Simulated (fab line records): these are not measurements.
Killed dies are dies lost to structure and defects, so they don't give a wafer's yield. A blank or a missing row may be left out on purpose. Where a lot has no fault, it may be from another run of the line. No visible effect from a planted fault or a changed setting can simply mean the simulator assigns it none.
fab line records | flow nandHarc
record lots=6 wafers=18 lastDay=24
route steps=1159 shown A_CONTACT@894 END@1159
lots that met no fault: taken from a fault-free run of the same line
startH: start of the lot's first displayed wafer, in hours after the record's first day | waitH: time in hours since the lot's previous step | " as in the row above | L1.1+2: a single row standing in for several wafers | - no value, or no start was given | * or withheld: withheld | < > ~ a bound
route shown NAME@n: names a module that has steps shown in the file, with the first one's number in the route | usual: mean/standard deviation taken from wafers without a fault | same: alike in all rows | chamber/n: place in a boat | sites: each site's reading | _std_site: their standard deviation | _edge_site: inner sites' mean taken away from outer sites' mean | radiusMm: how far each site lies from the wafer's centre | mask NAME#n: copy n | behind: tool/chamber where the wafer was last shaped | hold: the reason the lot was held/the length of the hold in hours/how it ended | device: whichever transistor did not switch (one of n, p or np) | end of line: the tests these same wafers got at the end of their route | for a step that has no rows: nothing shown but its recipe | killed: dies that structure and defects cost at the first sort, which is not the same as the wafer's yield | map: shows each die of a wafer: x if killed, . if not, _ if none is there
set.NAME: setting as actually run; set.NAME@STEP: the setting as run at that earlier step | model.NAME: the simulator's own value behind a step, which no gauge read
certain route steps with their lots: each step a table, each wafer a row
services: when a tool's chamber went out of use (startH, in hours from the record's first day, below 0 if earlier), for how many hours, and the reason
## steps
# step NHARC_A_CONTACT_PEB_67
# recipe pebTempC=100 pebTimeS=65
# step NHARC_A_CONTACT_DEVELOP_68
# recipe developTimeS=35 devTempC=23
# step NHARC_A_CONTACT_CD_MEAS_69
# recipe targetCdNm=200 landingEnergyEv=500
# usual cdNm=200.3/0.58
# columns lot.wafer tool chamber startH waitH cdNm
L420.1 cdSem-01 0 395.54 - 200.4
L420.2 " 0 " " 200.1
L420.3 " 0 " " 200.7
L424.2 cdSem-03 0 436.38 - 199.7
L424.4 " 0 " " 201.0
L424.6 " 0 " " 199.6
L427.2 cdSem-02 0 452.90 - 199.8
L427.3 " 0 " " 200.1
L427.4 " 0 " " 200.5
L431.2 cdSem-01 0 464.52 - 201.8
L431.4 " 0 " " 200.0
L431.6 " 0 " " 199.7
L437.3 cdSem-03 0 497.45 - 201.5
L437.4 " 0 " " 200.9
L437.6 " 0 " " 200.3
L436.1 cdSem-01 0 499.75 - 199.8
L436.2 " 0 " " 200.2
L436.3 " 0 " " 200.4
# step NHARC_A_CONTACT_OVL_MEAS_70
# usual overlayXNm=0.0/0.77 overlayYNm=0.0/0.75
# columns lot.wafer tool chamber startH waitH overlayXNm overlayYNm
L420.1 overlay-02 - 395.62 - 0.4 -0.5
L420.2 " - " " 0.1 0.1
L420.3 " - " " 0.9 0.4
L424.2 overlay-01 - 436.46 - 0.2 0.1
L424.4 " - " " 0.6 0.5
L424.6 " - " " -0.1 0.7
L427.2 overlay-01 - 452.99 - 1.3 -0.7
L427.3 " - " " 0.4 -0.6
L427.4 " - " " 1.1 -1.1
L431.2 overlay-01 - 464.60 - -0.2 0.3
L431.4 " - " " 0.3 0.0
L431.6 " - " " 0.5 0.1
L437.3 overlay-02 - 497.53 - -0.6 0.2
L437.4 " - " " 0.2 0.3
L437.6 " - " " -0.5 0.2
L436.1 overlay-01 - 499.84 - -0.9 -0.3
L436.2 " - " " -1.1 -0.3
L436.3 " - " " -1.0 -0.4
# step NHARC_A_CONTACT_INSPECT_71
# usual rawDefectCount=29/13
# columns lot.wafer tool chamber startH waitH rawDefectCount
L420.1 defectInspect-02 - 395.66 0.0 19
L420.2 " - " " 18
L420.3 " - " " 28
L424.2 defectInspect-01 - 436.50 0.0 10
L424.4 " - " " 25
L424.6 " - " " 16
L427.2 defectInspect-01 - 453.03 0.0 41
L427.3 " - " " 37
L427.4 " - " " 51
L431.2 defectInspect-02 - 464.64 0.0 18
L431.4 " - " " 16
L431.6 " - " " 17
L437.3 defectInspect-02 - 497.57 0.0 21
L437.4 " - " " 41
L437.6 " - " " 44
L436.1 defectInspect-02 - 499.87 0.0 27
L436.2 " - " " 26
L436.3 " - " " 43
# step NHARC_A_CONTACT_DESCUM_74
# recipe timeS=3 o2FlowSccm=200 arFlowSccm=0 biasPowerW=0 chemistry=O2
# usual drypumpMotorCurrentA=6.0/0.48 mfcArSccm=0.009/0.0096 oesProductAu=1.001/0.012 rfVppV=57.6/0.95 showerheadPlenumPTorr=1.87/0.086 throttleValvePct=11.311/0.01
# same timeS=3
# columns lot.wafer tool chamber startH waitH drypumpMotorCurrentA mfcArSccm oesProductAu rfHoursCounterH rfVppV showerheadPlenumPTorr throttleValvePct
L420.1 rieDiel-12 1 395.80 0.1 6.0 0.011 1.001 1 56.8 1.87 11.304
L420.3 " 3 " " 6.3 0 1.014 1 56.5 1.78 11.332
L420.2 " 0 " " 6.6 0 1.001 1 55.4 1.89 11.317
L424.4 rieDiel-12 0 436.56 0.1 6.6 0 0.995 8 57.4 1.89 11.325
L424.2 " 3 " " 6.3 0 1.006 7 56.2 1.78 11.306
L424.6 " 0 " " 6.6 0 0.993 - 58.6 1.89 11.304
L427.2 rieDiel-12 2 453.11 0.1 5.4 0.026 0.980 11 57.2 1.91 11.310
L427.3 " 3 " " 6.3 0 1.019 12 57.0 1.78 11.311
L427.4 " 3 " " 6.3 0 1.019 - 57.6 1.78 11.332
L431.2 rieDiel-12 1 464.70 0.1 6.0 0.011 1.013 12 56.6 1.87 11.310
L431.4 " 2 " " 5.4 0.026 0.989 14 58.8 1.91 11.298
L431.6 " 1 " " 6.0 0.011 1.010 - 58.0 1.87 11.317
L437.4 rieDiel-12 2 497.67 0.1 5.4 0.026 0.998 20 57.5 1.91 11.320
L437.3 " 0 " " 6.6 0 0.997 21 57.4 1.88 11.305
L437.6 " 3 " " 6.3 0 1.009 - 57.3 1.77 11.303
L436.1 rieDiel-05 1 499.94 0.1 6.0 0.017 1.019 48 56.6 1.82 11.310
L436.2 " 2 " " 6.3 0 1.000 53 58.4 2.04 11.320
L436.3 " 3 " " 4.8 0.006 0.993 54 58.6 1.83 11.311
# step NHARC_A_CONTACT_ETCH_75
# recipe targetDepthA=390 overEtchFrac=0.3 timeS=65 ionEnergyEv=80 cf4FlowSccm=150 arFlowSccm=0 rfW=300 biasW=100 chemistry=CF4
# step NHARC_A_CONTACT_ETCH_76
# recipe targetDepthA=2600 overEtchFrac=0.3 timeS=475.3 ionEnergyEv=200 n2FlowSccm=150 h2FlowSccm=150 arFlowSccm=0 rfW=400 biasW=150 chemistry=N2/H2
# step NHARC_A_CONTACT_ETCH_77
# recipe targetDepthA=726 timeS=36.3 cf4FlowSccm=100 chf3FlowSccm=30 arFlowSccm=0 rfW=500 biasW=200 chemistry=CF4/CHF3
# step NHARC_A_CONTACT_ETCH_78
# recipe targetDepthA=28000 overEtchFrac=0.3 timeS=728 ionEnergyEv=150 o2FlowSccm=400 cosFlowSccm=20 arFlowSccm=0 rfW=500 biasW=300 chemistry=O2/COS
# usual drypumpMotorCurrentA=6.0/0.49 mfcArSccm=0.008/0.0096 oesProductAu=1.001/0.013 rfVppV=313.1/2 showerheadPlenumPTorr=3.05/0.13 throttleValvePct=28.329/0.0089
# same timeS=728
# columns lot.wafer tool chamber startH waitH drypumpMotorCurrentA mfcArSccm oesProductAu rfHoursCounterH rfVppV showerheadPlenumPTorr throttleValvePct
L420.3 rieDiel-12 0 - - 6.6 0 0.986 2 312.8 3.08 28.338
L420.1 " 1 " " 5.9 0.011 0.994 2 312.1 3.06 28.336
L420.2 " 3 " " 6.3 0 1.011 2 312.6 2.91 28.327
L424.4 rieDiel-12 3 - - 6.3 0 1.006 7 312.2 2.91 28.324
L424.2 " 0 " " 6.7 0 0.987 8 314.4 3.08 28.336
L424.6 " 3 " " 6.3 0 1.017 - 312.4 2.91 28.325
L427.3 rieDiel-12 3 - - 6.3 0 1.020 13 311.3 2.91 28.341
L427.2 " 0 " " 6.6 0 1.011 14 314.0 3.08 28.333
L427.4 " 1 " " 6.0 0.011 1.006 9 312.3 3.06 28.329
L431.2 rieDiel-12 3 - - 6.3 0 1.012 15 311.3 2.91 28.323
L431.4 " 0 " " 6.6 0 0.999 16 313.0 3.08 28.341
L431.6 " 3 " " 6.3 0 1.010 - 312.1 2.91 28.322
L437.4 rieDiel-12 0 - - 6.7 0 0.996 22 313.3 3.07 28.320
L437.3 " 2 " " 5.4 0.026 0.988 21 314.4 3.12 28.329
L437.6 " 1 " " 5.9 0.011 1.015 - 313.2 3.05 28.339
L436.3 rieDiel-05 3 - - 4.8 0.006 1.000 54 312.4 3.00 28.320
L436.1 " 0 " " 5.9 0.000 1.003 48 310.4 2.90 28.318
L436.2 " 1 " " 6.0 0.017 1.026 48 312.5 2.98 28.331
# step NHARC_A_CONTACT_ETCH_124
# recipe sourceW=withheld pressureMtorr=20 biasV=withheld timeS=140 targetDepthA=7000 arFlowSccm=withheld c4f8FlowSccm=withheld o2FlowSccm=withheld chemistry=C4F8/O2/Ar
# step NHARC_A_CONTACT_ETCH_125
# recipe sourceW=withheld pressureMtorr=20 biasV=1200 timeS=155 targetDepthA=9560 arFlowSccm=withheld c4f8FlowSccm=withheld o2FlowSccm=withheld chemistry=C4F8/O2/Ar
# step NHARC_A_CONTACT_ETCH_126
# recipe sourceW=withheld pressureMtorr=20 biasV=1200 timeS=155 targetDepthA=9560 arFlowSccm=withheld c4f8FlowSccm=withheld o2FlowSccm=withheld chemistry=C4F8/O2/Ar
# same timeS=155
# columns lot.wafer tool chamber startH waitH rfHoursCounterH
L420.2 harCapEtch-03 0 397.41 0.2 90
L420.1 " 1 " " 90
L420.3 " 0 " " -
L424.2 harCapEtch-02 1 438.53 0.1 22
L424.4 " 1 " " -
L424.6 " 0 " " -
L427.2 harCapEtch-02 0 454.66 0.1 26
L427.3 " 0 " " -
L427.4 " 1 " " -
L431.2 harCapEtch-02 1 466.19 0.1 29
L431.4 " 0 " " -
L431.6 " 1 " " -
L437.3 harCapEtch-01 0 499.52 0.1 -
L437.4 " 1 " " -
L437.6 " 0 " " -
L436.2 harCapEtch-03 1 501.41 0.1 109
L436.1 " 0 " " 109
L436.3 " 1 " " -
# step NHARC_A_CONTACT_ETCH_127
# recipe sourceW=withheld pressureMtorr=20 biasV=1200 timeS=155 targetDepthA=9560 arFlowSccm=withheld c4f8FlowSccm=withheld o2FlowSccm=withheld chemistry=C4F8/O2/Ar
# step NHARC_A_CONTACT_ETCH_128
# recipe sourceW=withheld pressureMtorr=20 biasV=1200 timeS=155 targetDepthA=9560 arFlowSccm=withheld c4f8FlowSccm=withheld o2FlowSccm=withheld chemistry=C4F8/O2/Ar
# step NHARC_A_CONTACT_ETCH_129
# recipe sourceW=withheld pressureMtorr=20 biasV=1200 timeS=155 targetDepthA=9560 arFlowSccm=withheld c4f8FlowSccm=withheld o2FlowSccm=withheld chemistry=C4F8/O2/Ar
# step NHARC_A_CONTACT_ETCH_130
# recipe sourceW=withheld pressureMtorr=20 biasV=1200 timeS=155 targetDepthA=9560 arFlowSccm=withheld c4f8FlowSccm=withheld o2FlowSccm=withheld chemistry=C4F8/O2/Ar
# same timeS=155
# columns lot.wafer tool chamber startH waitH rfHoursCounterH
L420.2 harCapEtch-03 0 398.16 0.2 90
L420.1 " 1 " " 90
L420.3 " 0 " " -
L424.2 harCapEtch-02 1 439.10 0.1 22
L424.4 " 1 " " -
L424.6 " 0 " " -
L427.2 harCapEtch-02 0 455.23 0.1 26
L427.3 " 0 " " -
L427.4 " 1 " " -
L431.2 harCapEtch-02 1 466.75 0.1 29
L431.4 " 0 " " -
L431.6 " 1 " " -
L437.3 harCapEtch-01 0 500.09 0.1 -
L437.4 " 1 " " -
L437.6 " 0 " " -
L436.2 harCapEtch-03 1 501.97 0.1 110
L436.1 " 0 " " 110
L436.3 " 1 " " -
# step NHARC_A_CONTACT_ETCH_131
# recipe sourceW=withheld pressureMtorr=20 biasV=1200 timeS=155 targetDepthA=9560 arFlowSccm=withheld c4f8FlowSccm=withheld o2FlowSccm=withheld chemistry=C4F8/O2/Ar
# same timeS=155
# columns lot.wafer tool chamber startH waitH rfHoursCounterH
L420.2 harCapEtch-03 0 398.35 0.2 91
L420.1 " 1 " " 91
L420.3 " 0 " " -
L424.2 harCapEtch-02 1 439.24 0.1 22
L424.4 " 1 " " -
L424.6 " 0 " " -
L427.2 harCapEtch-02 0 455.37 0.1 26
L427.3 " 0 " " -
L427.4 " 1 " " -
L431.2 harCapEtch-02 1 466.90 0.1 29
L431.4 " 0 " " -
L431.6 " 1 " " -
L437.3 harCapEtch-01 0 500.23 0.1 -
L437.4 " 1 " " -
L437.6 " 0 " " -
L436.2 harCapEtch-03 1 502.11 0.1 110
L436.1 " 0 " " 110
L436.3 " 1 " " -
# step NHARC_A_CONTACT_ETCH_132
# recipe sourceW=withheld pressureMtorr=20 biasV=1200 timeS=156 targetDepthA=9580 arFlowSccm=withheld c4f8FlowSccm=withheld o2FlowSccm=withheld chemistry=C4F8/O2/Ar
# step NHARC_A_CONTACT_ETCH_133
# recipe sourceW=withheld pressureMtorr=20 biasV=400 timeS=195 targetDepthA=8400 arFlowSccm=withheld c4f8FlowSccm=11.5 o2FlowSccm=7.2 chemistry=C4F8/O2/Ar
# step NHARC_A_CONTACT_ETCH_91
# recipe targetDepthA=400 overEtchFrac=0.5 timeS=85.7 ionEnergyEv=120 ch3fFlowSccm=50 o2FlowSccm=30 arFlowSccm=200 rfW=500 biasW=100 chemistry=CH3F/O2
# step NHARC_A_CONTACT_ETCH_97
# recipe targetDepthA=200 overEtchFrac=0.5 timeS=10 ionEnergyEv=250 c4f6FlowSccm=25 o2FlowSccm=20 arFlowSccm=500 rfW=600 biasW=500 chemistry=C4F6/O2
# step NHARC_A_CONTACT_CD_MEAS_80
# usual cdNm=189.4/0.93
# columns lot.wafer tool chamber startH waitH cdNm
L420.1 cdSem-03 - 399.79 - 188.9
L420.2 " - " " 189.5
L420.3 " - " " 189.4
L424.2 cdSem-01 - 440.33 - 189.9
L424.4 " - " " 189.8
L424.6 " - " " 189.7
L427.2 cdSem-02 - 456.52 - 189.1
L427.3 " - " " 189.4
L427.4 " - " " 189.8
L431.2 cdSem-01 - 467.94 - 188.2
L431.4 " - " " 189.4
L431.6 " - " " 187.8
L437.3 cdSem-01 - 501.26 - 188.4
L437.4 " - " " 187.5
L437.6 " - " " 188.0
L436.1 cdSem-02 - 503.18 - 190.5
L436.2 " - " " 190.1
L436.3 " - " " 190.5
# step NHARC_A_CONTACT_STRIP_103
# recipe n2FlowSccm=150 h2FlowSccm=150 arFlowSccm=0 biasW=0 chemistry=N2/H2
# step NHARC_A_CONTACT_STRIP_104
# recipe cf4FlowSccm=100 chf3FlowSccm=30 arFlowSccm=0 biasW=0 chemistry=CF4/CHF3
# step NHARC_A_CONTACT_STRIP_105
# recipe o2FlowSccm=400 cosFlowSccm=20 arFlowSccm=0 biasW=0 chemistry=O2/COS
# step NHARC_A_CONTACT_ETCH_106
# recipe targetDepthA=600 overetchA=60 timeS=33 ionEnergyEv=100 cf4FlowSccm=80 o2FlowSccm=20 arFlowSccm=0 rfW=300 biasW=100 chemistry=CF4/O2
# step NHARC_A_CONTACT_STRIP_82
# recipe o2FlowSccm=500 arFlowSccm=0 biasW=0 chemistry=O2
# step NHARC_A_CONTACT_STRIP_83
# recipe timeS=600 tempC=30 chemistry=postEtchResidueRemover
# step NHARC_A_CONTACT_DEP_84
# recipe targetThkA=20000 tempC=400 material=aC
# step NHARC_A_CONTACT_DEP_85
# recipe targetThkA=500 targetThkNm=50 tempC=400 pressureTorr=3.5 flowSccm=200 rfW=350 material=SiON
# usual heaterPowerW=719/100
# columns lot.wafer tool chamber startH waitH heaterPowerW
L420.1 pecvd-03 0 402.01 1.1 810
L420.2 " 1 " " 638
L420.3 " 2 " " 734
L424.2 pecvd-03 2 444.33 1.0 766
L424.6 " 0 " " 806
L424.4 " 2 " " 752
L427.3 pecvd-04 0 459.60 0.7 579
L427.2 " 1 " " 914
L427.4 " 1 " " 923
L431.2 pecvd-01 2 470.56 0.9 628
L431.4 " 2 " " 651
L431.6 " 0 " " 864
L437.3 pecvd-04 2 503.82 0.6 791
L437.6 " 0 " " 536
L437.4 " 1 " " 898
L436.1 pecvd-04 2 506.08 1.1 674
L436.2 " 0 " " 628
L436.3 " 1 " " 841
# step NHARC_A_CONTACT_DEHYDRATE_00
# recipe tempC=150 timeS=120
# step NHARC_A_CONTACT_HMDS_01
# recipe timeS=30
# step NHARC_A_CONTACT_COAT_86
# recipe tempC=260 timeS=75
# step NHARC_A_CONTACT_COAT_87
# recipe tempC=225 timeS=65
# step NHARC_A_CONTACT_COAT_02
# recipe spinRpm=1500 resistThkNm=90
# step NHARC_A_CONTACT_SOFTBAKE_03
# recipe tempC=105 timeS=55
# step NHARC_A_CONTACT_EBR_04
# step NHARC_A_CONTACT_EXPOSE_05
# recipe na=1.35 sigmaOuter=0.8 doseMj=84.24 maskId=A_CC
# step NHARC_A_CONTACT_PEB_06
# recipe pebTempC=100 pebTimeS=65
# step NHARC_A_CONTACT_DEVELOP_07
# recipe developTimeS=35 devTempC=23
# step NHARC_A_CONTACT_CD_MEAS_08
# recipe targetCdNm=100 landingEnergyEv=500
# usual cdNm=100.0/0.65
# columns lot.wafer tool chamber startH waitH cdNm
L420.1 cdSem-03 0 402.74 - 100.1
L420.2 " 0 " " 99.6
L420.3 " 0 " " 100.9
L424.2 cdSem-01 0 444.87 - 99.9
L424.4 " 0 " " 99.9
L424.6 " 0 " " 100.1
L427.2 cdSem-01 0 460.29 - 99.2
L427.3 " 0 " " 99.8
L427.4 " 0 " " 100.1
L431.2 cdSem-02 0 471.13 - 101.0
L431.4 " 0 " " 100.4
L431.6 " 0 " " 99.1
L437.3 cdSem-03 0 504.55 - 101.0
L437.4 " 0 " " 100.7
L437.6 " 0 " " 100.0
L436.1 cdSem-02 0 506.81 - 100.5
L436.2 " 0 " " 100.0
L436.3 " 0 " " 100.4
# step NHARC_END_SORT_01
# recipe tempC=25
# usual killedAtArray=29/10 killedAtOther=0.7/1 killedAtPeriphery=3.7/2.6 killedDies=33/10 killedOpen=3.4/1.8 killedShort=1.8/1.3
# same grossDies=677
# columns lot.wafer tool chamber startH waitH killedAtArray killedAtOther killedAtPeriphery killedDies killedOpen killedShort
L427.2 prober-01 0 515.19 2.8 117 0 3 120 0 1
L427.3 prober-01 0 515.99 3.1 126 1 1 128 3 3
L427.4 prober-01 0 516.80 3.4 84 0 6 90 3 3
L431.2 prober-01 0 536.68 2.8 60 0 4 64 5 1
L431.4 prober-01 0 538.29 3.4 114 0 4 118 3 1
L431.6 prober-01 0 539.89 4.0 57 1 1 59 3 4
L437.3 prober-02 0 568.70 3.1 21 2 3 26 4 0
L437.4 prober-02 0 569.50 3.4 32 0 1 33 2 3
L437.6 prober-02 0 571.12 4.0 38 3 2 43 1 3
# killed by level:class
L427.2 A_CONTACT:unspecified=90 A_CHANNEL_HOLE_D1:chamberFilmFlake=16 A_STAIRCASE:chamberFilmFlake=7 A_CHANNEL_FILL_D1:geometricParticle:short=1 P_ZERO_WELL:chamberFilmFlake=1 P_STI:chamberFilmFlake=1 P_GATE:chamberFilmFlake=1 A_CHANNEL_FILL_D1:chamberFilmFlake=1
L427.3 A_CONTACT:unspecified=94 A_CHANNEL_HOLE_D1:chamberFilmFlake=15 A_STAIRCASE:chamberFilmFlake=5 A_CONTACT:chamberFilmFlake=4 A_ONON_D1:geometricParticle:short=2 A_CONTACT:geometricParticle:open=2 A_WL_FILL:chamberFilmFlake=2 A_WL_FILL:geometricParticle:short=1
L427.4 A_CONTACT:unspecified=47 A_STAIRCASE:chamberFilmFlake=17 A_CHANNEL_HOLE_D1:chamberFilmFlake=15 P_ZERO_WELL:chamberFilmFlake=3 P_CONTACT:geometricParticle:short=1 P_CONTACT:geometricParticle:open=1 A_CHANNEL_FILL_D1:geometricParticle:short=1 A_SGD_CUT:geometricParticle:open=1
L431.2 A_CONTACT:unspecified=43 A_CHANNEL_HOLE_D1:chamberFilmFlake=10 P_CONTACT:geometricParticle:open=3 A_CONTACT:chamberFilmFlake=3 A_STAIRCASE:chamberFilmFlake=2 P_GATE:geometricParticle:open=1 A_CHANNEL_FILL_D1:geometricParticle:open=1 A_WL_FILL:geometricParticle:short=1
L431.4 A_CONTACT:unspecified=99 A_CONTACT:chamberFilmFlake=6 A_CHANNEL_HOLE_D1:chamberFilmFlake=5 A_STAIRCASE:chamberFilmFlake=3 P_CONTACT:geometricParticle:open=1 P_M0:geometricParticle:open=1 P_M1:geometricParticle:short=1 A_CONTACT:geometricParticle:open=1
L431.6 A_CONTACT:unspecified=37 A_CHANNEL_HOLE_D1:chamberFilmFlake=9 A_STAIRCASE:chamberFilmFlake=4 A_WL_FILL:geometricParticle:short=2 A_CONTACT:geometricParticle:open=2 A_CONTACT:chamberFilmFlake=2 P_M0:geometricParticle:short=1 A_CHANNEL_FILL_D1:geometricParticle:short=1
L437.3 A_SLIT:chamberFilmFlake=10 A_CHANNEL_HOLE_D1:chamberFilmFlake=3 A_SGD_CUT:chamberFilmFlake=2 A_WL_FILL:chamberFilmFlake=2 A_CONTACT:chamberFilmFlake=2 THIN_TSV:chamberFilmFlake=2 P_M0:geometricParticle:open=1 P_M1:geometricParticle:open=1
L437.4 A_SLIT:chamberFilmFlake=15 A_CHANNEL_HOLE_D1:chamberFilmFlake=10 A_CONTACT:geometricParticle:short=2 A_WL_FILL:chamberFilmFlake=2 P_M0:geometricParticle:short=1 A_CHANNEL_FILL_D1:geometricParticle:open=1 A_M0:geometricParticle:open=1 A_STAIRCASE:chamberFilmFlake=1
L437.6 A_SLIT:chamberFilmFlake=24 A_CHANNEL_HOLE_D1:chamberFilmFlake=7 A_WL_FILL:geometricParticle:short=2 A_SGD_CUT:chamberFilmFlake=2 A_CONTACT:chamberFilmFlake=2 A_CONTACT:geometricParticle:open=1 STARTING-WAFER:geometricParticle:short=1 P_GATE:chamberFilmFlake=1
# map L427.3 (x killed, . not)
____________.____________
_________.x....._________
_______..........._______
______.........x...______
_____.........x....._____
____........xxxx.xx..____
____x.......xxxxxxx..____
___.........xxxxxxx...___
___.....x..xxxxxxxx.x.___
__........xxxxxxxxx....__
__.....x...xxxxxxxx....__
_..x.x.....xxxxxxxxx.x.._
_.........xxxxxxxxx....._
_......xx...xxxxxxx...x._
_...xx.xx.x.xxxxxxxx...._
_....xx...x.xxxxxxxx...._
.......x.....xxxx..x.....
.....xx.x.....x.x........
.....x...................
.......x.................
........x................
_.....x...........x....._
_................x......_
_......................._
_.................x....._
_......................._
__..........x..........__
__.....................__
___...................___
___................x..___
____..........x......____
____.................____
_____..............._____
______.............______
_______..........._______
_________......._________
____________.____________
# map L431.4 (x killed, . not)
____________.____________
_________......._________
_______..........._______
______........x...x______
_____..x.......x...._____
____.......x..xxx.x..____
____.......xxxxxxx.x.____
___........xxxxxxxxx..___
___xx......xxxxxxx....___
__......x..xxxxxxxxx...__
__.........xxxxxxxxxx..__
_..........xxxxxxxxx.x.._
_.........xxxxxxxxxx...._
_........xxxxxxxxxx....._
_..........xxxxxxxx....._
_...........xxxxx......._
.............xxxxx.......
......x......x.x.........
.............xx..x...x...
.x..x....................
.........................
_.......x..............._
_.....x.....x..........._
_..............x........_
_......................._
_......................._
__.....................__
__.........x...........__
___...................___
___...................___
____.................____
____.........x.......____
_____..............._____
______.............______
_______..........._______
_________......._________
____________.____________
## services
# columns tool chamber startH hours kind
pecvd-04 - 376.04 13.0 pm
rieDiel-12 - 379.64 9.0 pm
rieDiel-12 0 379.64 9.0 ventCycle
rieDiel-12 1 379.64 9.0 ventCycle
rieDiel-12 2 379.64 12.6 ventCycle
rieDiel-12 3 379.64 9.0 ventCycle
rieDiel-12 0 388.64 - clean
rieDiel-12 1 388.64 - clean
rieDiel-12 3 388.64 - clean
pecvd-04 0 391.06 6.0 repair
pecvd-04 - 401.86 0.2 repair
pecvd-04 2 402.85 7.6 repair
pecvd-01 1 411.68 3.7 repair
rieDiel-12 0 413.14 - clean
pecvd-03 1 415.32 4.3 repair
pecvd-01 - 418.00 13.0 pm
pecvd-04 2 431.62 4.3 repair
rieDiel-05 1 439.54 9.8 repair
pecvd-04 - 441.09 1.0 repair
rieDiel-12 1 441.76 11.6 repair
rieDiel-05 0 452.51 7.6 repair
rieDiel-05 - 452.60 2.0 repair
pecvd-03 - 473.64 13.0 pm
rieDiel-12 0 478.21 5.0 repair
## key
firstSign step=NHARC_END_SORT_01 reading=killedAtArray direction=up sigmas=6.4 usual=29 struck=93
effect step=NHARC_END_SORT_01 reading=killedDies direction=up sigmas=6.2 usual=33 struck=96
moreKillsBornAt NHARC_A_CONTACT_ETCH_126@harCapEtch-02=410
metAt NHARC_A_CONTACT_ETCH_126
struckWafers L427.2,L427.3,L427.4,L431.2,L431.4,L431.6
testerLeftOut L427,L431
onsetBetween 438.53 454.66
alsoFits NHARC_A_CONTACT_ETCH_130:harCapEtch-02,NHARC_A_CONTACT_ETCH_131:harCapEtch-02
fault kind=chamberParticleSource tool=harCapEtch-02 chamber=- onsetH=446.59 steps=NHARC_A_CONTACT_ETCH_126 ratePerVisitCm2=1.5361 endH=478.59
# testerLeftOut: of these lots the tester's yield and bins aren't shown, on N5 and GAA mostly nor the transistor test; their killed dies are dies lost to structure and defects alone, not to doping, threshold or leakage, so they don't give the yield
